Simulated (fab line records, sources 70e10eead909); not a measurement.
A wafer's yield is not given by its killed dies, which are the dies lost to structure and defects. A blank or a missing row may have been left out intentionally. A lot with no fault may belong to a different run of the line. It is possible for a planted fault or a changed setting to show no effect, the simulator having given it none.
fab line records -- flow nandHarc
[record] lots = 5, wafers = 15, lastDay = 23
route steps=1159 shown THIN_TSV@1142 END@1158
lots that met no fault: taken from a fault-free run of the same line
startH: hours from the record's first day to the start of the lot's first wafer shown -- waitH: how many hours have passed since the lot's step before this one -- " identical to the entry in the row above -- L1.1+2: one row covering several wafers at once -- - either no value or no given start -- * or withheld: withheld -- < > ~ a bound
route shown NAME@n: NAME is a module with steps in the file, n the number in the route of the first one -- usual: mean/standard deviation of fault-free wafers -- same: alike in all rows -- chamber/n: place in a boat -- sites: readings site by site -- _std_site: standard deviation of those values -- _edge_site: outer sites' mean less inner sites' -- radiusMm: for every site, how far away it sits from the centre of the wafer -- mask NAME#n: copy n -- behind: the last tool/chamber to shape the wafer -- hold: what put the lot on hold/how long, in hours/how the hold closed -- device: the n, p or np transistor that did not switch -- end of line: the same wafers' tests at the end of the route -- for a step that has no rows: nothing shown but its recipe -- killed: the dies lost at the first sort to structure and to defects; this is not the yield of the wafer -- map: the dies of a wafer, with x for killed, . for not killed, _ for no die there
set.NAME: the setting the step ran with; set.NAME@STEP: the setting that earlier step ran with -- model.NAME: the simulator's own value behind a step, which no gauge read
lots seen at some steps along the route; tables by step, rows by wafer
services: a tool's chamber out of use, with start hour (startH, from the record's first day; less than 0 if before it), hours out, and reason
[[steps]]
[step NHARC_THIN_TSV_COAT_27]
[recipe] spinRpm = *
[step NHARC_THIN_TSV_SOFTBAKE_28]
[recipe] tempC = 122, timeS = 95
[step NHARC_THIN_TSV_EBR_29]
[step NHARC_THIN_TSV_EXPOSE_30]
[recipe] na = 0.55, doseMj = 11.47, maskId = PAD
[step NHARC_THIN_TSV_PEB_31]
[recipe] pebTempC = 118, pebTimeS = 85
[step NHARC_THIN_TSV_DEVELOP_32]
[recipe] timeS = 70
[step NHARC_THIN_TSV_CD_MEAS_33]
[recipe] targetCdNm = 5000, landingEnergyEv = 500
[usual] cdNm = 4999.5/1.8
lot.wafer,tool,chamber,startH,waitH,cdNm
L351.2,cdSem-01,0,458.89,-,4999.3
L351.4,cdSem-01,0,458.89,-,4995.2
L351.6,cdSem-01,0,458.89,-,4997.4
L356.3,cdSem-02,0,478.72,-,5003.6
L356.5,cdSem-02,0,478.72,-,5004.3
L356.6,cdSem-02,0,478.72,-,5002.2
L357.4,cdSem-02,0,483.25,-,4999.1
L357.5,cdSem-02,0,483.25,-,4996.7
L357.6,cdSem-02,0,483.25,-,4997.9
L361.3,cdSem-03,0,496.70,-,4998.8
L361.4,cdSem-03,0,496.70,-,5001.3
L361.5,cdSem-03,0,496.70,-,5001.7
L362.2,cdSem-01,0,537.37,-,4996.8
L362.3,cdSem-01,0,537.37,-,4997.0
L362.4,cdSem-01,0,537.37,-,4998.4
[step NHARC_THIN_TSV_HARDBAKE_34]
[recipe] tempC = 125, timeS = 80
[step NHARC_THIN_TSV_DESCUM_35]
[recipe] timeS = 3, o2FlowSccm = 200, arFlowSccm = 0, biasPowerW = 0, chemistry = O2
[usual] drypumpMotorCurrentA = 5.6/0.47, oesProductAu = 1.002/0.011, rfVppV = 58.0/0.89, showerheadPlenumPTorr = 1.94/0.059, throttleValvePct = 11.312/0.0095
lot.wafer,tool,chamber,startH,waitH,drypumpMotorCurrentA,oesProductAu,rfHoursCounterH,rfVppV,showerheadPlenumPTorr,throttleValvePct
L351.2,rieDiel-03,0,459.06,-,4.8,1.012,6,59.2,2.05,11.315
L351.4,rieDiel-03,2,459.06,-,5.7,0.993,5,59.3,2.02,11.307
L351.6,rieDiel-03,1,459.06,-,5.4,0.997,-,58.1,1.94,11.305
L356.3,rieDiel-02,0,478.90,-,5.9,1.003,15,56.6,1.94,11.325
L356.5,rieDiel-02,2,478.90,-,5.7,0.988,-,59.0,1.98,11.327
L356.6,rieDiel-02,3,478.90,-,5.7,1.000,-,58.3,2.01,11.325
L357.5,rieDiel-03,0,483.45,-,4.8,1.021,-,58.0,2.04,11.303
L357.6,rieDiel-03,2,483.45,-,5.7,1.009,-,58.8,2.02,11.307
L357.4,rieDiel-03,3,483.45,-,5.3,1.020,-,58.7,1.88,11.316
L361.3,rieDiel-08,0,496.88,-,6.4,0.999,1,57.6,1.91,11.311
L361.4,rieDiel-08,1,496.88,-,5.0,1.013,0,56.5,1.88,11.302
L361.5,rieDiel-08,2,496.88,-,5.6,0.999,-,59.3,1.99,11.324
L362.2,rieDiel-03,1,537.53,-,5.4,0.999,8,59.2,1.94,11.302
L362.4,rieDiel-03,3,537.53,-,5.2,1.008,13,57.7,1.88,11.315
L362.3,rieDiel-03,0,537.53,-,4.9,1.003,12,57.7,2.04,11.336
[step NHARC_THIN_TSV_ETCH_59]
[recipe] targetDepthA = 8800, icpW = 900, biasW = 100, Cl2_flow_sccm = 60, bcl3FlowSccm = 30, timeS = 138.1, chemistry = Cl2/BCl3
[usual] drypumpMotorCurrentA = 5.4/0.52, oesProductAu = 1.000/0.0078, throttleValvePct = 22.265/0.0091
lot.wafer,tool,chamber,startH,waitH,drypumpMotorCurrentA,oesProductAu,rfHoursCounterH,throttleValvePct
L351.2,rieMetal-01,1,459.22,0.2,6.1,1.003,3.2,22.263
L351.4,rieMetal-01,0,459.22,0.2,5.9,1.011,-,22.273
L351.6,rieMetal-01,1,459.22,0.2,6.1,1.006,-,22.277
L356.3,rieMetal-01,1,479.08,0.2,6.1,1.003,-,22.267
L356.5,rieMetal-01,1,479.08,0.2,6.1,1.006,-,22.271
L356.6,rieMetal-01,0,479.08,0.2,5.9,1.019,-,22.272
L357.4,rieMetal-02,1,483.66,0.2,4.9,0.996,-,22.264
L357.5,rieMetal-02,0,483.66,0.2,4.9,0.998,-,22.282
L357.6,rieMetal-02,1,483.66,0.2,4.9,1.004,-,22.281
L361.4,rieMetal-01,1,497.06,0.1,6.1,0.987,-,22.266
L361.3,rieMetal-01,0,497.06,0.1,5.9,1.015,-,22.276
L361.5,rieMetal-01,1,497.06,0.1,6.1,0.990,-,22.257
L362.2,rieMetal-01,1,537.65,0.1,6.1,0.990,0.5,22.250
L362.3,rieMetal-01,1,537.65,0.1,6.1,0.991,-,22.259
L362.4,rieMetal-01,0,537.65,0.1,5.9,1.011,-,22.251
[step NHARC_THIN_TSV_ETCH_36]
[recipe] targetDepthA = 650, overEtchFrac = 0.3, timeS = 18.571, ionEnergyEv = 150, chemistry = Cl2/BCl3
[usual] drypumpMotorCurrentA = 5.4/0.52, oesProductAu = 1.000/0.0086
[same] overEtchFrac = 0.3
lot.wafer,tool,chamber,startH,waitH,drypumpMotorCurrentA,oesProductAu,rfHoursCounterH
L351.2,rieMetal-01,1,459.45,0.2,6.1,1.008,3.3
L351.4,rieMetal-01,0,459.45,0.2,5.9,1.000,-
L351.6,rieMetal-01,1,459.45,0.2,6.1,1.007,-
L356.3,rieMetal-01,1,479.29,0.2,6.1,1.003,-
L356.6,rieMetal-01,0,479.29,0.2,5.9,1.010,-
L356.5,rieMetal-01,1,479.29,0.2,6.1,1.002,-
L357.4,rieMetal-02,1,483.84,0.1,4.9,1.011,-
L357.5,rieMetal-02,0,483.84,0.1,5.0,1.002,-
L357.6,rieMetal-02,1,483.84,0.1,4.9,1.001,-
L361.4,rieMetal-01,1,497.26,0.2,6.1,1.004,-
L361.3,rieMetal-01,0,497.26,0.2,5.9,1.000,-
L361.5,rieMetal-01,1,497.26,0.2,6.1,0.989,-
L362.2,rieMetal-01,1,537.91,0.2,6.1,0.990,0.6
L362.4,rieMetal-01,1,537.91,0.2,6.1,0.981,-
L362.3,rieMetal-01,0,537.91,0.2,5.9,1.007,-
[step NHARC_THIN_TSV_STRIP_56]
[recipe] powerW = 1500, tempC = 250, chemistry = O2
[usual] drypumpMotorCurrentA = 5.6/0.61, heaterPowerW = 374/33
lot.wafer,tool,chamber,startH,waitH,drypumpMotorCurrentA,heaterPowerW,rfHoursCounterH
L351.2,plasmaAsher-02,1,459.55,0.1,5.8,331,31
L351.4,plasmaAsher-02,1,459.55,0.1,5.8,331,-
L351.6,plasmaAsher-02,0,459.55,0.1,6.5,359,-
L356.3,plasmaAsher-01,1,479.52,0.2,4.8,414,-
L356.6,plasmaAsher-01,0,479.52,0.2,5.8,377,-
L356.5,plasmaAsher-01,1,479.52,0.2,4.8,420,-
L357.4,plasmaAsher-01,0,484.01,0.2,5.7,373,-
L357.5,plasmaAsher-01,0,484.01,0.2,5.7,370,-
L357.6,plasmaAsher-01,1,484.01,0.2,4.8,405,-
L361.3,plasmaAsher-01,0,497.44,0.2,5.8,370,-
L361.4,plasmaAsher-01,1,497.44,0.2,4.8,414,-
L361.5,plasmaAsher-01,0,497.44,0.2,5.8,375,-
L362.2,plasmaAsher-01,0,538.01,0.1,5.8,370,23
L362.3,plasmaAsher-01,0,538.01,0.1,5.8,373,-
L362.4,plasmaAsher-01,1,538.01,0.1,4.9,428,-
[step NHARC_THIN_TSV_STRIP_57]
[recipe] timeS = 1200, tempC = 72.5, chemistry = postEtchResidueRemover
lot.wafer,tool,chamber,startH,waitH
L351.4+2+6,wetBench-08,"7,0,4",459.90,0.2
L356.5+3+6,wetBench-10,"3,4,6",479.75,0.1
L357.6+4+5,wetBench-10,"5,7,2",484.26,0.1
L361.3+5+4,wetBench-10,"7,0,3",497.71,0.2
L362.4+3+2,wetBench-08,"4,0,1",538.36,0.2
[step NHARC_THIN_TSV_CD_MEAS_37]
[usual] cdNm = 5000.2/2.7
lot.wafer,tool,chamber,startH,waitH,cdNm
L351.2,cdSem-01,-,460.35,-,4999.8
L351.4,cdSem-01,-,460.35,-,4996.9
L351.6,cdSem-01,-,460.35,-,5000.0
L356.3,cdSem-01,-,480.18,-,5004.8
L356.5,cdSem-01,-,480.18,-,5003.4
L356.6,cdSem-01,-,480.18,-,5004.2
L357.4,cdSem-01,-,484.72,-,5003.1
L357.5,cdSem-01,-,484.72,-,5000.0
L357.6,cdSem-01,-,484.72,-,4995.8
L361.3,cdSem-01,-,498.15,-,4997.8
L361.4,cdSem-01,-,498.15,-,4998.2
L361.5,cdSem-01,-,498.15,-,4999.9
L362.2,cdSem-02,-,538.80,-,4998.9
L362.3,cdSem-02,-,538.80,-,4996.1
L362.4,cdSem-02,-,538.80,-,5000.4
[step NHARC_THIN_TSV_ANNEAL_58]
[recipe] tempC = 400, timeS = 1800
[step NHARC_THIN_TSV_INSPECT_40]
[usual] rawDefectCount = 465/78
lot.wafer,tool,chamber,startH,waitH,rawDefectCount
L351.2,defectInspect-02,-,464.79,0.4,393
L351.4,defectInspect-02,-,464.79,0.4,485
L351.6,defectInspect-02,-,464.79,0.4,506
L356.3,defectInspect-02,-,484.61,0.4,432
L356.5,defectInspect-02,-,484.61,0.4,409
L356.6,defectInspect-02,-,484.61,0.4,373
L357.4,defectInspect-01,-,488.92,0.4,373
L357.5,defectInspect-01,-,488.92,0.4,448
L357.6,defectInspect-01,-,488.92,0.4,440
L361.3,defectInspect-02,-,502.35,0.4,480
L361.4,defectInspect-02,-,502.35,0.4,326
L361.5,defectInspect-02,-,502.35,0.4,462
L362.2,defectInspect-01,-,543.01,0.4,688
L362.3,defectInspect-01,-,543.01,0.4,505
L362.4,defectInspect-01,-,543.01,0.4,512
[step NHARC_END_WLT_00]
[usual] VT_DECK1_BOTTOM = 0.873/0.0077, VT_DECK1_BOTTOM_INNER = 0.874/0.0074, VT_DECK1_MEDIAN_NEAR_BOTTOM = 0.875/0.0079, VT_DECK1_MEDIAN_NEAR_BOTTOM_INNER = 0.874/0.0073, VT_DECK1_MIDDLE = 0.887/0.0069, VT_DECK1_MIDDLE_INNER = 0.887/0.007, VT_DECK1_TOP = 0.899/0.0067, VT_DECK1_TOP_INNER = 0.899/0.0068
lot.wafer,tool,chamber,startH,waitH,VT_DECK1_BOTTOM,VT_DECK1_BOTTOM_INNER,VT_DECK1_MEDIAN_NEAR_BOTTOM,VT_DECK1_MEDIAN_NEAR_BOTTOM_INNER,VT_DECK1_MIDDLE,VT_DECK1_MIDDLE_INNER,VT_DECK1_TOP,VT_DECK1_TOP_INNER
L351.2,prober-01,-,472.06,7.3,0.881,0.876,0.887,0.877,0.889,0.894,0.909,0.909
L351.4,prober-01,-,473.06,8.3,0.883,0.879,0.885,0.880,0.897,0.893,0.907,0.913
L351.6,prober-01,-,474.06,9.3,0.877,0.889,0.882,0.883,0.898,0.902,0.910,0.915
L356.3,prober-01,-,488.19,3.6,0.872,0.882,0.881,0.881,0.890,0.893,0.895,0.900
L356.5,prober-01,-,489.21,4.6,0.884,0.873,0.886,0.880,0.895,0.892,0.902,0.903
L356.6,prober-01,-,489.21,4.6,0.881,0.880,0.881,0.872,0.888,0.884,0.891,0.896
L357.4,prober-01,-,496.41,7.5,0.875,0.874,0.879,0.886,0.890,0.883,0.899,0.890
L357.5,prober-01,-,496.41,7.5,0.865,0.872,0.864,0.877,0.884,0.882,0.892,0.898
L357.6,prober-01,-,496.41,7.5,0.865,0.874,0.885,0.877,0.885,0.885,0.890,0.899
L361.3,prober-02,-,503.40,1.1,0.878,0.880,0.873,0.882,0.894,0.894,0.906,0.905
L361.4,prober-02,-,503.40,1.1,0.881,0.864,0.868,0.869,0.882,0.897,0.910,0.898
L361.5,prober-02,-,503.40,1.1,0.865,0.879,0.880,0.878,0.889,0.894,0.908,0.907
L362.2,prober-01,-,543.56,0.5,0.875,0.886,0.882,0.887,0.895,0.900,0.917,0.908
L362.3,prober-01,-,543.56,0.5,0.877,0.883,0.882,0.884,0.888,0.901,0.901,0.902
L362.4,prober-01,-,543.56,0.5,0.886,0.883,0.884,0.883,0.892,0.897,0.921,0.904
[step NHARC_END_SORT_01]
[recipe] tempC = 25
[usual] defectLimitedYield = 95.5/1.3, killedAtArray = 27/8.8, killedAtOther = 0.4/0.82, killedAtPeriphery = 3.1/2.1, killedDies = 31/8.8, killedOpen = 3.3/2, killedShort = 2.0/1.4, sort_bin_2_pct = 1.3/0.56, sort_bin_3_pct = 0.25/0.21, sort_bin_4_pct = 2.9/0.89, sortNPass = 646/8.8, sortRimYieldPct = 95.8/2.7, sortYieldPct = 95.5/1.3
[same] grossDies = 677, sort_bin_5_pct[%] = 0, sort_bin_6_pct[%] = 0, sort_bin_7_pct[%] = 0, sort_bin_8_pct[%] = 0, sortRimNGross = 106.00
lot.wafer,tool,chamber,startH,waitH,defectLimitedYield[%],killedAtArray,killedAtOther,killedAtPeriphery,killedDies,killedOpen,killedShort,sort_bin_2_pct[%],sort_bin_3_pct[%],sort_bin_4_pct[%],sortNPass,sortRimYieldPct[%],sortYieldPct[%]
L362.2,prober-01,0,546.86,2.8,93.8,17,23,2,42,3,2,2.5,1.33,2.4,635,88.7,93.8
// killed by level:class
L362.2 THIN_TSV:unspecified=22 A_SLIT:chamberFilmFlake=6 A_CHANNEL_HOLE_D1:chamberFilmFlake=3 A_CONTACT:chamberFilmFlake=3 A_CONTACT:geometricParticle:open=2 A_ONON_D1:geometricParticle:short=1 A_SGD_CUT:geometricParticle:open=1 A_SGD_CUT:geometricParticle:short=1
// map L362.2 (x killed, . not)
____________.____________
_________......._________
_______..........._______
______x............______
_____..............._____
____.............x...____
____.................____
___..................x___
___..................x___
__......x...........xxx__
__.................xxxx__
_....................xxx_
_...................xxxx_
_..........x....x....xxx_
_....................xxx_
_..................x.xxx_
............x..........xx
......................xx.
.........................
.........................
.................x.......
_......................._
_......................._
_......................._
_....x.................._
_..x....x..............._
__.....................__
__.....................__
___...................___
___...................___
____.............x...____
____.................____
_____..x............_____
______.............______
_______..........._______
_________......._________
____________.____________
// map L351.2 (x killed, . not)
____________.____________
_________......._________
_______..........._______
______.............______
_____..............._____
____..........x......____
____.............x...____
___...................___
___..............x..xx___
__.............x...x...__
__............xxx.x...x__
_..........x..xx..x.x.xx_
_............x..x....x.._
_..........x...x.x......_
_....x.......xx..x......_
_..........x.....x...x.._
....x...........x........
.........................
.........................
..x......................
.............x...........
_......................._
_......................._
_x......................_
_......................._
_......................._
__.....................__
__.....x.......x.......__
___...................___
___...................___
____.................____
____.................____
_____.........x....._____
______.............______
_______..........._______
_________......._________
____________.____________
[[services]]
tool,chamber,startH,hours,kind
wetBench-10,-,442.95,6.1,repair
rieDiel-03,0,450.37,-,clean
rieDiel-03,1,450.37,-,clean
rieDiel-03,2,450.37,-,clean
rieDiel-03,3,450.37,-,clean
plasmaAsher-01,-,454.88,9.0,pm
plasmaAsher-01,0,454.88,9.0,ventCycle
plasmaAsher-01,1,454.88,9.0,ventCycle
plasmaAsher-01,0,463.88,-,clean
plasmaAsher-01,1,463.88,-,clean
rieMetal-02,-,466.17,0.7,repair
rieDiel-03,0,474.87,-,clean
rieDiel-03,1,474.87,-,clean
rieDiel-03,2,474.87,-,clean
rieDiel-08,-,478.82,9.0,pm
rieDiel-03,1,483.32,6.7,repair
rieDiel-02,-,504.76,9.0,pm
rieMetal-01,-,509.00,9.0,pm
rieMetal-01,0,509.00,9.0,ventCycle
rieMetal-01,1,509.00,9.0,ventCycle
rieMetal-01,0,518.00,-,clean
rieMetal-01,1,518.00,-,clean
rieDiel-08,1,518.18,2.1,repair
plasmaAsher-02,-,537.66,9.0,pm
[[key]]
[firstSign] step = NHARC_END_SORT_01, reading = killedAtOther, direction = up, sigmas = 23, usual = 0.4, struck = 23
[moreKillsBornAt] NHARC_THIN_TSV_STRIP_57@wetBench-08 = 22
metAt NHARC_THIN_TSV_STRIP_57
struckWafers L362.2
[fault] kind = chamberParticleSource, tool = wetBench-08, chamber = 1, onsetH = 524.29, steps = NHARC_THIN_TSV_STRIP_57, ratePerVisitCm2 = 0.41481, endH = 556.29
